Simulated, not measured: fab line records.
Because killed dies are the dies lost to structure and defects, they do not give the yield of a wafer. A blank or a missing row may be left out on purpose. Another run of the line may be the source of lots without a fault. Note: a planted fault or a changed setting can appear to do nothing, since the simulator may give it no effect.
Which tool did it? | flow n5-finfet | 10 lots, 28 wafers sampled, at 6 steps of a route of 1938

== WHAT EACH GAUGE READ, for each wafer ==
N5_BEOL_M0_SAQP_INSPECT_16: inspects for defects (brightfield).
lot  | measured     | on                | raw-defect-count
L667 | day 5 21:56  | defect-inspect-02 | 613 743 513
L668 | day 6 04:49  | defect-inspect-01 | 515 492 486
L673 | day 7 10:37  | defect-inspect-02 | 445 574
L674 | day 7 13:31  | defect-inspect-01 | 429 287
L676 | day 8 15:02  | defect-inspect-01 | 382 279 340
L679 | day 9 21:22  | defect-inspect-02 | 443 518 615
L682 | day 9 23:41  | defect-inspect-02 | 521 341 462
L681 | day 9 23:57  | defect-inspect-01 | 465 347 447
L686 | day 11 01:55 | defect-inspect-01 | 617 595 434
L688 | day 11 10:47 | defect-inspect-01 | 427 611 584

N5_BEOL_M0_SAQP_CD_MEAS_25 targets a cd of 13.1 nm.
lot  | measured     | on        | cd-nm (nm)
L667 | day 6 00:00  | cd-sem-02 | 13.08 13.37 12.26
L668 | day 6 06:31  | cd-sem-02 | 12.93 12.83 13.02
L673 | day 7 12:16  | cd-sem-03 | 5.65 12.84
L674 | day 7 15:42  | cd-sem-02 | 5.55 12.93
L676 | day 8 17:53  | cd-sem-03 | 12.56 12.80 12.93
L679 | day 9 23:26  | cd-sem-01 | 12.81 12.80 13.00
L682 | day 10 01:25 | cd-sem-01 | 13.10 12.84 12.88
L681 | day 10 01:58 | cd-sem-01 | 12.80 12.75 12.49
L686 | day 11 03:30 | cd-sem-01 | 13.17 13.19 13.19
L688 | day 11 12:30 | cd-sem-03 | 12.59 12.78 12.81

N5_BEOL_M4_RC_MEAS_101.
lot  | measured     | on        | DIBL_N (mV/V)  | DIBL_P (mV/V)  | IOFF_N (nA/um)    | IOFF_P (nA/um) | ION_N (uA/um) | ION_P (uA/um) | SS_N (mV/dec)  | SS_P (mV/dec)  | VT_N (mV)   | VT_P (mV)
L667 | day 8 10:22  | prober-02 | 36.0 34.5 38.5 | 36.0 33.9 39.2 | 0.160 0.134 0.214 | 0.20 0.18 0.26 | 664 657 674   | 454 450 459   | 71.5 71.3 72.6 | 73.9 73.7 74.7 | 250 252 244 | -252 -256 -247
L668 | day 8 13:14  | prober-02 | 36.0 34.5 36.4 | 37.2 34.3 36.9 | 0.162 0.130 0.145 | 0.23 0.19 0.22 | 693 667 659   | 478 460 457   | 71.3 71.4 72.1 | 72.9 72.8 73.6 | 252 253 252 | -252 -250 -250
L673 | day 9 18:58  | prober-02 | 37.7           | 38.0           | 0.191             | 0.23           | 679           | 467           | 72.2           | 74.1           | 245         | -249
L674 | day 9 23:30  | prober-01 | 36.1           | 35.6           | 0.158             | 0.18           | 671           | 453           | 71.5           | 72.5           | 249         | -253
L676 | day 10 17:23 | prober-01 | 37.6 36.9 36.2 | 37.8 38.0 36.3 | 0.174 0.172 0.153 | 0.24 0.26 0.22 | 669 694 684   | 461 477 468   | 71.9 71.3 71.9 | 73.7 73.5 73.2 | 250 248 249 | -250 -247 -247
L679 | day 11 23:48 | prober-02 | 38.3 39.2 35.4 | 39.6 40.3 35.6 | 0.211 0.215 0.146 | 0.29 0.29 0.21 | 697 685 673   | 479 469 468   | 71.4 72.0 71.3 | 73.7 74.0 72.5 | 248 246 249 | -245 -244 -250
L682 | day 12 05:22 | prober-02 | 35.6 36.2 37.4 | 35.7 36.2 37.4 | 0.135 0.152 0.164 | 0.16 0.17 0.20 | 662 664 674   | 445 446 454   | 71.4 70.7 72.3 | 72.4 73.0 72.9 | 255 249 251 | -255 -255 -255
L681 | day 12 04:33 | prober-01 | 36.4 40.3 36.8 | 35.7 39.6 35.8 | 0.127 0.217 0.137 | 0.16 0.22 0.16 | 656 674 656   | 444 453 449   | 71.0 72.3 71.5 | 72.9 74.0 73.3 | 255 245 252 | -257 -252 -258
L686 | day 13 07:11 | prober-02 | 34.0 36.4 36.2 | 34.6 37.1 37.3 | 0.139 0.179 0.174 | 0.20 0.24 0.25 | 679 669 674   | 465 466 467   | 71.0 72.0 71.8 | 72.8 73.6 73.0 | 250 247 248 | -249 -243 -245
L688 | day 13 20:43 | prober-01 | 35.2 35.4 36.6 | 34.8 35.0 36.5 | 0.133 0.141 0.165 | 0.19 0.20 0.21 | 649 670 663   | 452 462 447   | 72.1 71.4 72.4 | 72.1 72.8 71.9 | 252 250 249 | -252 -251 -251

== WHICH TOOL RAN EACH LOT (tool, then ch and the chambers of the sampled wafers, then the start) ==
lot  | N5_BEOL_M0_SAQP_RECESS_114         | N5_BEOL_M0_SAQP_SPACER1_ALD_98    | N5_BEOL_M0_SAQP_MANDREL1_REMOVE_100
L667 | vapor-etch-02 ch 0, day 5 22:54    | ald-sin-03 ch 0,1,3, day 5 23:17  | rie-si-02 ch 0,1,2, day 5 23:53
L668 | vapor-etch-01 ch 0,1, day 6 05:26  | ald-sin-03 ch 0,1,3, day 6 05:49  | rie-si-06 ch 0,2,3, day 6 06:25
L673 | vapor-etch-01 ch 0,1, day 7 11:12  | ald-sin-03 ch 0,2, day 7 11:35    | rie-si-02 ch 0,3, day 7 12:09
L674 | vapor-etch-01 ch 0,1, day 7 14:35  | ald-sin-03 ch 0,3, day 7 14:58    | rie-si-02 ch 0,1, day 7 15:35
L676 | vapor-etch-01 ch 0,1, day 8 15:34  | ald-sin-04 ch 0,1,2, day 8 17:13  | rie-si-02 ch 1,2,3, day 8 17:47
L679 | vapor-etch-01 ch 0,1, day 9 21:58  | ald-sin-02 ch 0,2,3, day 9 22:40  | rie-si-02 ch 0,1,3, day 9 23:19
L682 | vapor-etch-01 ch 0,1, day 10 00:13 | ald-sin-04 ch 0,2,3, day 10 00:45 | rie-si-02 ch 0,1, day 10 01:19
L681 | vapor-etch-01 ch 0,1, day 10 00:41 | ald-sin-04 ch 0,2,3, day 10 01:12 | rie-si-05 ch 0,2,3, day 10 01:51
L686 | vapor-etch-02 ch 0,1, day 11 02:27 | ald-sin-02 ch 0,2,3, day 11 02:50 | rie-si-05 ch 0,1,3, day 11 03:24
L688 | vapor-etch-01 ch 0,1, day 11 11:26 | ald-sin-02 ch 1,2,3, day 11 11:50 | rie-si-02 ch 0,1,3, day 11 12:23
- N5_BEOL_M0_SAQP_RECESS_114: chemistry HF/NH3, target SiO2, target depth 14.4 nm, afs cycles 3, sublimation time 60 s.
- N5_BEOL_M0_SAQP_SPACER1_ALD_98: deposits SiO2, target thk 12.8 nm, pulse time 1 s, purge time 2 s.
- N5_BEOL_M0_SAQP_MANDREL1_REMOVE_100: chemistry HBr/Cl2/O2, target a-Si, stops on SiNx, bt time 10 s.

== AS READ BY THE TOOLS THEMSELVES (means over the sampled wafers that have a number; for cases with no such wafer, the mark the record gives instead) ==
N5_BEOL_M0_SAQP_RECESS_114.
lot  | tool          | drypump-motor-current-A (A)
L667 | vapor-etch-02 | 5.3
L668 | vapor-etch-01 | 5.4
L673 | vapor-etch-01 | 5.4
L674 | vapor-etch-01 | 5.4
L676 | vapor-etch-01 | 5.4
L679 | vapor-etch-01 | 5.4
L682 | vapor-etch-01 | 5.4
L681 | vapor-etch-01 | 5.4
L686 | vapor-etch-02 | 5.9
L688 | vapor-etch-01 | 5.4

N5_BEOL_M0_SAQP_SPACER1_ALD_98.
lot  | tool       | heater-power-w (W) | precursor-pulse-height-rel
L667 | ald-sin-03 | 439                | 0.999
L668 | ald-sin-03 | 434                | 0.992
L673 | ald-sin-03 | 395                | 0.994
L674 | ald-sin-03 | 431                | 0.996
L676 | ald-sin-04 | 488                | 1.000
L679 | ald-sin-02 | 488                | 1.007
L682 | ald-sin-04 | 463                | 0.995
L681 | ald-sin-04 | 483                | 1.001
L686 | ald-sin-02 | 491                | 0.998
L688 | ald-sin-02 | 440                | 1.020

N5_BEOL_M0_SAQP_MANDREL1_REMOVE_100.
lot  | tool      | drypump-motor-current-A (A) | oes-product-au (a.u.) | rf-fwd-power-W (W) | throttle-valve-pct (%)
L667 | rie-si-02 | 5.6                         | 1.018                 | 598.6              | 36.49
L668 | rie-si-06 | 5.6                         | 1.008                 | 596.8              | 36.62
L673 | rie-si-02 | 5.6                         | 1.002                 | 595.2              | 36.65
L674 | rie-si-02 | 5.7                         | 1.018                 | 596.9              | 36.45
L676 | rie-si-02 | 5.5                         | 1.002                 | 598.0              | 36.47
L679 | rie-si-02 | 5.6                         | 1.002                 | 597.3              | 36.50
L682 | rie-si-02 | 5.7                         | 1.020                 | 596.2              | 36.53
L681 | rie-si-05 | 6.0                         | 1.006                 | 596.5              | 37.04
L686 | rie-si-05 | 6.0                         | 1.007                 | 596.6              | 37.13
L688 | rie-si-02 | 5.7                         | 1.009                 | 597.0              | 36.49

== THE ANSWER, worked out from the rows above alone ==
Rule: the usual values come from the lots themselves. The widest of any qualifying gaps counts: lots, ordered by their means at a reading, are off when they make up no more than a third of the lots, leave a main group of 4 or more, and stand apart from it by 3 or more times the standard deviation of that group's means. A main group whose means are all the same, to the digits that the tables above print for the reading, isn't used. Also off: a lot with no number at a reading for which 4 or more lots have one. All remaining lots with rows at the step are treated as sound. First the gauges in route order, then the tools' own readings, where a lot's mean is used as printed above. The first step at which some lot is off is used, and at that step the reading that is off furthest; a lot without a number counts as furthest.
Off: L673, L674, at N5_BEOL_M0_SAQP_CD_MEAS_25 (cd-nm). The main group: mean 12.87 nm, standard deviation 0.15.
If a tool, at a process step before that reading, ran all the lots that are off and no sound lot after the first of them, it fits. The gauges at N5_BEOL_M0_SAQP_CD_MEAS_25 are tried like those tools. One candidate fits, namely ald-sin-03 at N5_BEOL_M0_SAQP_SPACER1_ALD_98. Its last sound lot is L668 (day 6 05:49), its first lot that is off L673 (day 7 11:35): a fault that began between those two fits.

== WHAT THE SIMULATOR HAD INSERTED ==
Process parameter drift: ald-sin-03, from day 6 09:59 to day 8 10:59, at N5_BEOL_M0_SAQP_SPACER1_ALD_98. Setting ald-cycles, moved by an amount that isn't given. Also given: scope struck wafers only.
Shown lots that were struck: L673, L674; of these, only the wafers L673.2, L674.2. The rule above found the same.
